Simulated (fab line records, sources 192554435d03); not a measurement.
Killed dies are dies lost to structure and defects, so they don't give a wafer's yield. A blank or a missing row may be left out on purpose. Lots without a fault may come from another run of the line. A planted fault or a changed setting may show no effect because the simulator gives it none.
fab line records | flow n5_finfet
record lots=4 wafers=12 last_day=16
route steps=1938 shown TV_LITHO@1886 TV_OPEN@1887 PAD_METAL@1893 PASSIVATION@1897
lots that met no fault: from a run of the same line without faults
start_h: hours from the record's first day to the start of the lot's first wafer shown | wait_h: hours since the lot's step before | " the same as in the row above | L1.1+2: a row that stands for several wafers | - no value, or no start given | * or withheld: withheld | < > ~ a bound
route shown NAME@n: a module of which the file shows steps, and the number in the route of the first | usual: mean/standard deviation of fault-free wafers | same: alike in all rows | chamber/n: place in a boat | sites: the reading at each site | _std_site: their standard deviation | _edge_site: outer sites' mean less inner sites' | radius_mm: how far each site lies from the wafer's centre | mask NAME#n: copy n | behind: the tool/chamber that last shaped the wafer | hold: why the lot was held/for how many hours/how that ended | device: the transistor (n, p or np) that didn't switch | end of line: the same wafers' tests at the end of the route | a step without rows: its recipe alone | killed: dies lost to structure and defects at the first sort, not the wafer's yield | map: a wafer's dies, x killed, . not, _ none there
set.NAME: the setting as run; set.NAME@STEP: as run at that earlier step | model.NAME: the simulator's own value behind a step, which no gauge read
lots at some steps of the route; a table a step, a row a wafer
services: from which hour (start_h, from the record's first day; less than 0 if before it) a tool's chamber was out of use, for how many hours, and why
## steps
# step N5_PASSIVATION_DESCUM_12
# recipe chemistry=O2 time_s=7.9 source_power_w=50 bias_power_w=20 pressure_mtorr=20 rf_frequency_hz=2.712e+07 temp_c=40 o2_flow_sccm=225
# step N5_PASSIVATION_PASS_ETCH_74
# recipe chemistry=CF4/O2 target=SiNx target_depth_a=2200 time_s=110 ion_energy_ev=100 pressure_mtorr=40 source_w=535 bias_w=49 Ar_flow_sccm=100 cf4_flow_sccm=100 O2_flow_sccm=10
# step N5_PASSIVATION_VIA_ETCH_13
# recipe chemistry=CHF3/O2 target=SiO2 target_depth_a=6600 CHF3_flow_sccm=50 O2_flow_sccm=5 Ar_flow_sccm=200 time_s=330 mask_material=PR pressure_mtorr=30 source_w=650 bias_w=170 ion_energy_ev=200 ends=cleared
# step N5_PASSIVATION_STRIP_14
# recipe chemistry=O2 power_w=600 temp_c=60 pressure_mtorr=30 rf_frequency_hz=6e+07 bias_power_w=0 overash_fraction=0.5 o2_flow_sccm=225
# step N5_PASSIVATION_ETCH_15
# recipe chemistry=CF4/N2 target=SiCN target_depth_a=750 taper_deg=2 time_s=81.2 ion_energy_ev=150 mask_material=SiNx pressure_mtorr=40 source_w=430 bias_w=70 Ar_flow_sccm=100 cf4_flow_sccm=60 n2_flow_sccm=60
# step N5_PASSIVATION_STRIP_73
# recipe chemistry=post_etch_residue_remover time_s=60 temp_c=25 remover_ph=withheld remover_water_wt_pct=withheld remover_fluoride_wt_pct=withheld
# step N5_PASSIVATION_SRD_17
# recipe time_s=30 temp_c=23 rinse_liquid=diw dry=n2_spin spin_rpm=1500 dry_time_s=30
# step N5_PASSIVATION_DEGAS_18
# recipe ambient=vacuum temp_c=300 time_s=60
# step N5_PASSIVATION_PRE_CLEAN_19
# recipe gas=H2/He time_s=* temp_c=*
# step N5_PASSIVATION_SPUTTER_20
# recipe material=TaN target_thk_a=500 temp_c=25 chamber_pressure_pa=0.4
# usual throttle_valve_pct=29.9/1
# columns lot.wafer tool chamber start_h wait_h throttle_valve_pct
L730.1 pvd_sputter-01 - 297.36 0.0 30.3
L730.2 " - " " 29.4
L730.5 " - " " 28.3
L737.2 pvd_sputter-02 - 346.00 0.0 30.0
L737.3 " - " " 31.4
L737.6 " - " " 30.1
L739.1 pvd_sputter-01 - 350.75 0.0 29.2
L739.2 " - " " 30.5
L739.5 " - " " 28.5
L740.1 pvd_sputter-01 - 367.83 0.0 28.4
L740.2 " - " " 29.6
L740.5 " - " " 30.3
# step N5_PASSIVATION_AL_DEP_21
# recipe material=Al target_thk_a=28000 temp_c=400 time_s=170 power_w=30000 chamber_pressure_pa=0.4 gas=Ar
# step N5_PASSIVATION_HMDS_23
# recipe time_s=60 temp_c=120
# step N5_PASSIVATION_COAT_24
# recipe spin_rpm=3000 resist_thk_nm=withheld
# step N5_PASSIVATION_EBR_26
# recipe solvent=PGMEA ebr_width_mm=1.5
# step N5_PASSIVATION_SOFTBAKE_25
# recipe temp_c=100 time_s=90
# step N5_PASSIVATION_EXPOSE_27
# recipe mask_id=PAD na=0.55 source_shape=conventional sigma_outer=0.8 polarization=unpolarized defocus_nm=0 dose_mj=32.3
# step N5_PASSIVATION_PEB_28
# recipe peb_temp_c=withheld peb_time_s=*
# step N5_PASSIVATION_DEVELOP_29
# recipe develop_time_s=60 rinse_liquid=diw dry=air_spin dev_temp_c=21
# step N5_PASSIVATION_HARDBAKE_31
# recipe temp_c=130 time_s=120
# step N5_PASSIVATION_DESCUM_32
# recipe chemistry=O2 time_s=7.9 source_power_w=50 bias_power_w=20 pressure_mtorr=20 rf_frequency_hz=2.712e+07 temp_c=40 o2_flow_sccm=225
# step N5_PASSIVATION_AL_ETCH_33
# recipe chemistry=Cl2/BCl3 target_depth_a=28000 over_etch_frac=0.15 Cl2_flow_sccm=180 bcl3_flow_sccm=60 target=Al stop_on=TaN time_s=466.7 ion_energy_ev=100 pressure_mtorr=10 icp_w=900 bias_w=100
# step N5_PASSIVATION_ETCH_59
# recipe chemistry=Cl2/BCl3 target=TaN target_depth_a=650 time_s=34.9 ion_energy_ev=100 pressure_mtorr=10 icp_w=900 bias_w=100 Cl2_flow_sccm=60 bcl3_flow_sccm=30
# step N5_PASSIVATION_STRIP_34
# recipe chemistry=O2 power_w=600 temp_c=60 pressure_mtorr=30 rf_frequency_hz=6e+07 bias_power_w=0 overash_fraction=2 o2_flow_sccm=225
# step N5_PASSIVATION_STRIP_51
# recipe chemistry=post_etch_residue_remover time_s=1200 temp_c=72.5
# step N5_PASSIVATION_CLEAN_69
# recipe chemistry=IPA time_s=180 temp_c=25
# step N5_PASSIVATION_SRD_70
# recipe dry=ipa_marangoni time_s=30 temp_c=23 rinse_liquid=diw
# step N5_PASSIVATION_PECVD_53
# recipe material=SiO2 target_thk_a=8000 temp_c=400 precursor=TEOS/O2 pressure_torr=6.5 rf_w=withheld teos_flow_sccm=withheld gas=O2 flow_sccm=2650 time_s=169.4
# step N5_PASSIVATION_PECVD_35
# recipe material=SiNx target_thk_a=7000 temp_c=400 precursor=SiH4/NH3/N2 pressure_torr=4.9 rf_w=1406 time_s=151.3
# step N5_PASSIVATION_HMDS_37
# recipe time_s=60 temp_c=120
# step N5_PASSIVATION_COAT_38
# recipe spin_rpm=3000 resist_thk_nm=withheld
# step N5_PASSIVATION_EBR_40
# recipe solvent=PGMEA ebr_width_mm=1.5
# step N5_PASSIVATION_SOFTBAKE_39
# recipe temp_c=110 time_s=120
# step N5_PASSIVATION_EXPOSE_41
# recipe mask_id=PASS_OPEN na=0.55 defocus_nm=0 source_shape=conventional sigma_outer=0.8 polarization=unpolarized target_cd_nm=40000 dose_mj=57.25
# step N5_PASSIVATION_PEB_42
# recipe peb_temp_c=withheld peb_time_s=*
# step N5_PASSIVATION_DEVELOP_43
# recipe develop_time_s=60 rinse_liquid=diw dry=air_spin dev_temp_c=21
# step N5_PASSIVATION_HARDBAKE_45
# recipe temp_c=130 time_s=120
# step N5_PASSIVATION_PROBE_49
# usual defect_limited_yield=91.4/1.5 killed_at_M0_to_M3=35/11 killed_at_M4_up=16/7 killed_at_contacts=11/5.3 killed_at_front_end=37/11 killed_at_other=3.1/2.8 killed_dies=102/18 killed_open=69/15 killed_short=31/7.8 sort_bin_5_function=5.1/1.1 sort_bin_6_memory=3.2/0.69 sort_bin_8_speed=0.00/0.016 sort_n_pass=1078/18 sort_yield_pct=91.4/1.5
# same gross_dies=1180 killed_at_back_side=0 sort_bin_4_leakage[%]=0
# columns lot.wafer tool chamber start_h wait_h defect_limited_yield[%] killed_at_M0_to_M3 killed_at_M4_up killed_at_contacts killed_at_front_end killed_at_other killed_dies killed_open killed_short sort_bin_5_function[%] sort_bin_6_memory[%] sort_bin_8_speed[%] sort_n_pass sort_yield_pct[%]
L730.1 prober-01 - 303.19 0.0 93.0 14 27 10 31 1 83 54 26 4.7 2.0 0 1097 93.0
L730.2 prober-01 - 303.24 0.1 91.1 23 23 13 41 5 105 72 30 5.5 3.2 0 1075 91.1
L730.5 prober-01 - 303.39 0.2 92.1 35 17 9 32 0 93 70 22 5.7 2.0 0 1087 92.1
L737.3 prober-02 - 352.74 0.1 89.2 51 9 11 54 2 127 100 27 6.3 4.4 0 1053 89.2
L739.2 prober-01 - 356.65 0.1 78.8 41 14 2 54 139 250 80 39 14.7 4.0 0 930 78.8
L740.5 prober-01 - 373.83 0.2 81.7 36 7 13 32 128 216 66 26 12.1 4.0 0 964 81.7
# killed by level:class
L730.1 MOL_CONTACT_COAG:geometric_particle:open=8 BEOL_M5:geometric_particle:open=7 STI_FIN_REVEAL:geometric_particle:open=6 BEOL_M4:geometric_particle:open=6 GATE_CUT:geometric_particle:short=4 BEOL_M2:geometric_particle:open=4 BEOL_M7:geometric_particle:open=4 STARTING-WAFER:geometric_particle:open=4
L730.2 FIN_SAQP:geometric_particle:open=11 MOL_CONTACT_COAG:geometric_particle:open=11 BEOL_M4:geometric_particle:open=10 BEOL_M0_SAQP:geometric_particle:open=9 STI_FIN_REVEAL:geometric_particle:open=7 STI_FIN_REVEAL:geometric_particle:short=4 BEOL_M3:geometric_particle:short=4 ILD0:geometric_particle:short=3
L730.5 BEOL_M1:geometric_particle:open=15 STI_FIN_REVEAL:geometric_particle:open=11 BEOL_M0_SAQP:geometric_particle:open=10 MOL_CONTACT_COAG:geometric_particle:open=7 BEOL_M4:geometric_particle:open=6 BEOL_M1:geometric_particle:short=5 FIN_SAQP:geometric_particle:open=3 FIN_SAQP:geometric_particle:short=3
L737.3 BEOL_M3:geometric_particle:open=21 STI_FIN_REVEAL:geometric_particle:open=12 BEOL_M0_SAQP:geometric_particle:open=10 MOL_CONTACT_COAG:geometric_particle:open=10 DUMMY_GATE:geometric_particle:open=9 FIN_SAQP:geometric_particle:short=8 BEOL_M2:geometric_particle:open=7 BEOL_M0_SAQP:geometric_particle:short=6
L739.2 PAD_METAL:unspecified=131 FIN_SAQP:geometric_particle:open=15 FIN_SAQP:geometric_particle:short=14 BEOL_M0_SAQP:geometric_particle:open=11 STI_FIN_REVEAL:geometric_particle:open=7 BEOL_M0_SAQP:geometric_particle:short=7 DUMMY_GATE:geometric_particle:open=5 BEOL_M2:geometric_particle:open=5
L740.5 PAD_METAL:unspecified=124 MOL_CONTACT_COAG:geometric_particle:open=10 BEOL_M3:geometric_particle:open=9 BEOL_M1:geometric_particle:open=8 STI_FIN_REVEAL:geometric_particle:open=6 BEOL_M0_SAQP:geometric_particle:open=6 FIN_SAQP:geometric_particle:short=5 DUMMY_GATE:geometric_particle:open=5
# map L739.2 (x killed, . not)
_________________.........x..________________
______________.....x..........x._____________
___________........................__________
__________.......x.........x.......x_________
________....x..x........x.x..........._______
_______.x..................x...........______
______..........x....x.................x_____
_____....x....xx..............x.xxx......____
____.......x..............x...x.....xx....___
___.........x.............x.x....x.........__
___..x..x..x....x....xx.............x..x..x__
__.......................x......x.x.x......._
__......xx.x.........................xx..x.._
_.....x.................x...x........x......x
_.................x...x..x..........x........
_...............x.x.....x................xxx.
_..x.......x...............x........x...x....
_.....................x..............x.......
_.........x...x...xx.x.....xxxx....x...x.....
_.....................x.xxxxxxx..............
_....x...............xxxxxxxxxx.........x...x
__..............x...xxxxxxxxxxxxx.x.x......._
__..................xxxxxxxxxxxxxxxx...x...._
___x..x......x.....xxx.xxxxxxxxxx.xx..x....__
___...........x...x.xxxxxxxxxxxxxxx....x.x.__
____x.........x..x.x.xxxxxxxxxxx...x......___
_____x.......x...x...xxxxxxxxxxxxxxx.....____
______.x...............xxxxxxxxx.......x_____
_______...x........xxx.x.xxxxx.xx......______
________............x..xx..xx.x...x..._______
__________...............xxxx.x....._________
___________......x...xx............__________
______________.........x.x..x..._____________
_________________............________________
# map L740.5 (x killed, . not)
_________________............________________
______________............x....._____________
___________...x.xx.......x......x..__________
__________.........................._________
________....x.x...x....x.............._______
_______.....x..........................______
______.........xx................x......_____
_____.....x.....x.............x..........____
____......................................___
___.............x.........x.x.......x..x...__
___..........x..................x.....x..x.__
__..............x............x.............._
__..........x..............xx....x...x......_
_.x............................x...x....x....
_.........................x......xx....x....x
_.......x...........xx........x..............
_..x.............x.....................x.....
_..................x.....x............x......
_.......................xxx.xx...........x.x.
_................x....xxxxxxx.......x..x....x
_......x............xxxxxxxxxx.xx............
__...........x....x.xxxxxxxxxxxx.x..x..x.x.._
__.x........x.......xxxxxxxxxxxxx..x.......x_
___..................xxxxxxxxxxxxx.........__
___...........x.x..x..xxxxxxxxxxxxx........__
____.............x..xxxxxxxxxxxxxx........___
_____..x....x....x..xxxxxxxxxxx.xx.......____
______.....x........x.xxxxxxxxxx..x..x.._____
_______.x.............xxxx.xxxxx.x.....______
________.....x.......x.x.xx..........._______
__________...x........x...xxx......x_________
___________...............x........__________
______________.................._____________
_________________........x...________________
## services
# columns tool chamber start_h hours kind
pvd_sputter-01 - 331.34 3.0 repair
pvd_sputter-01 - 337.39 1.7 repair
## key
first_sign step=N5_PASSIVATION_PROBE_49 reading=killed_at_other direction=up sigmas=46 usual=3.1 struck=133.5
effect step=N5_PASSIVATION_PROBE_49 reading=defect_limited_yield direction=down sigmas=7.2 usual=91.4 struck=80.3
more_kills_born_at N5_PASSIVATION_SPUTTER_20@pvd_sputter-01=255
met_at N5_PASSIVATION_SPUTTER_20
struck_wafers L739.2,L740.5
onset_between 297.36 350.75
fault kind=chamber_particle_source tool=pvd_sputter-01 chamber=- onset_h=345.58 steps=N5_PASSIVATION_SPUTTER_20 rate_per_visit_cm2=0.916 end_h=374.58 scope=struck_wafers_only
